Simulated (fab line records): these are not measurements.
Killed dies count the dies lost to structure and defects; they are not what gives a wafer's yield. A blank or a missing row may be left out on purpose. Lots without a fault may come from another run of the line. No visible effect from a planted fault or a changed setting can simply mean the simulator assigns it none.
Struck lot and sound lot, side by side	flow n5Finfet	38 out of 1938 route steps
Sound: the wafers L136.3, L136.4, L136.6. Wafers L141.2, L141.5, L141.6 were the ones struck. Last of all comes the cause.
Each step with rows lists, per side, the tool, then ch with its chambers, then its first start. Under that, the readings that differ: sound wafers	struck wafers	difference of the means	sigmas: that difference in standard deviations of wafers without a fault.
alike: same words and numbers on both sides, and readings whose means sit less than 2 such deviations apart. not compared: any withheld reading, any reading some wafer has no value for, any bound like >300 that may hide the same value, and any number with overlapping values for which the record gives no deviation.
Wherever a step has rows on one side only, a row that says differs or no value, or a row with sigmas, the two part there. When numbers do not overlap yet have no deviation, they are printed without sigmas and do not part them. A reading missing from all wafers of one side parts the sides only when that side holds two or more wafers.

first, 9 steps without rows for these wafers: N5_HKMG_FIN_DESCUM_17 (chemistry O2, time 7.9 s); N5_HKMG_FIN_ETCH_31 (etches SiARC in CF4, target depth 45.5 nm, time 75.8 s); N5_HKMG_FIN_ETCH_32 (etches SOC in N2/H2, target depth 240 nm, time 300 s); N5_HKMG_FIN_STRIP_33 (strips in N2/H2); N5_HKMG_FIN_STRIP_34 (strips in CF4); N5_HKMG_FIN_ETCH_35 (etches SOC in N2/H2, target depth 215.8 nm, time 243.4 s); N5_HKMG_FIN_STRIP_92 (strips SOC in N2/H2, time 20 s); N5_HKMG_FIN_WET_ETCH_18 (etches TiN in SC1, time 55 s, target depth 5.2 nm, rinse time 30 s); N5_HKMG_FIN_STRIP_19 (strips in N2/H2, time 360 s).
N5_HKMG_FIN_ALD_91: deposits TiN, target thk 1 nm, pulse time 1 s, purge time 3 s.
  sound on aldMetal-02 ch 2,3, day 5 12:22; struck on aldMetal-02 ch 0,3, day 6 13:26
  alike: heaterPowerW, precursorPulseHeightRel
then, 27 steps without rows for these wafers: N5_HKMG_FIN_COAT_85 (time 60 s, resist thk 300 nm); N5_HKMG_FIN_ETCH_86 (etches SOC in N2/H2, stops on TiN, target depth 393.2 nm); N5_HKMG_FIN_STRIP_89 (strips SOC in N2/H2, time 20 s); N5_HKMG_FIN_WET_ETCH_87 (etches TiN in SC1, time 154.2 s, target depth 4.7 nm, rinse time 30 s); N5_HKMG_FIN_STRIP_88 (strips in N2/H2, time 360 s); N5_HKMG_FIN_NWFM_ALD_20 (deposits TiAlC, target thk 2 nm, pulse time 3 s, purge time 2 s); N5_HKMG_FIN_ALD_71 (deposits TiN, target thk 1 nm, pulse time 1 s, purge time 3 s); N5_HKMG_FIN_COAT_66 (time 60 s, resist thk 300 nm); N5_HKMG_FIN_ETCH_67 (etches SOC in N2/H2, stops on TiN, target depth 388.9 nm); N5_HKMG_FIN_STRIP_90 (strips SOC in N2/H2, time 20 s); N5_HKMG_FIN_WET_ETCH_73 (etches the open film in SC1, time 42.3 s, target depth 1.3 nm, rinse time 30 s); N5_HKMG_FIN_ETCHBACK_68 (etches the open film in Cl2/Ar, stops on HfO2, target depth 0.5 nm); N5_HKMG_FIN_STRIP_69 (strips in N2/H2, time 360 s); N5_HKMG_FIN_ALD_21 (deposits TiN, target thk 1.5 nm, pulse time 1 s, purge time 3 s); N5_HKMG_FIN_ALD_72 (deposits W, target thk 2 nm, pulse time 1 s, purge time 2 s); N5_HKMG_FIN_W_FILL_22 (material W, target thk 60 nm, time 18.2 s); N5_HKMG_FIN_PRECLEAN_83 (cleans in DIW, time 57.5 s); N5_HKMG_FIN_SRD_84 (dry time 32 s); N5_HKMG_FIN_CMP_23 (polishes, stops on SiNx, t overpolish 10 s, target thk 46.326 nm); N5_HKMG_FIN_CMP_94 (polishes, stops on SiNx, t overpolish 4.7 s, target thk 43.299 nm); N5_GATE_CUT_ETCHBACK_00 (etches W in SF6/Cl2); N5_GATE_CUT_ETCH_56 (etches TiN in Cl2/Ar, target depth 21.6 nm); N5_GATE_CUT_ETCHBACK_30 (etches TiN in Cl2/Ar, target depth 3 nm); N5_GATE_CUT_VAPOR_ETCH_60 (etches HfO2 in BCl3/Cl2); N5_GATE_CUT_ETCH_58 (etches SiNx in CH3F/O2, target depth 17 nm, time 128.6 s); N5_GATE_CUT_STRIP_59 (strips in N2/H2, time 20 s); N5_GATE_CUT_PRECLEAN_31 (cleans in DIW, time 300 s).
-- a jump in the record: the struck wafers' starts before and after are 8 days apart (it breaks off in module GATE_CUT and resumes in module PASSIVATION, where the first step shown is number 1936 of the route) --
N5_PASSIVATION_PROBE_49:
  struck on prober-01, day 15 01:06; sound on prober-01, day 14 04:08
reading	sound	struck	difference	sigmas
defectLimitedYield (%)	90.9 91.4 89.7	88.2 87.4 85.8	-3.5	-2
killed_at_M0_to_M3	44 36 56	14 29 16	-26	-3
killedAtFrontEnd	31 37 31	112 106 124	+81	+6
killedDies	107 101 121	139 149 168	+42	+2
killedShort	32 43 31	16 17 17	-19	-2
sort_bin_5_function (%)	4.7 4.7 6.2	7.0 7.5 9.2	+2.7	+3
sortNPass	1073 1079 1059	1041 1031 1012	-42	-2
sortYieldPct (%)	90.9 91.4 89.7	88.2 87.4 85.8	-3.5	-2
  alike: killed_at_M4_up, killedAtContacts, killedAtOther, killedOnRim, killedOpen, sort_bin_6_memory

WHERE THEY PART
Within this record, at N5_PASSIVATION_PROBE_49 only.

WHY: what the simulator had put in
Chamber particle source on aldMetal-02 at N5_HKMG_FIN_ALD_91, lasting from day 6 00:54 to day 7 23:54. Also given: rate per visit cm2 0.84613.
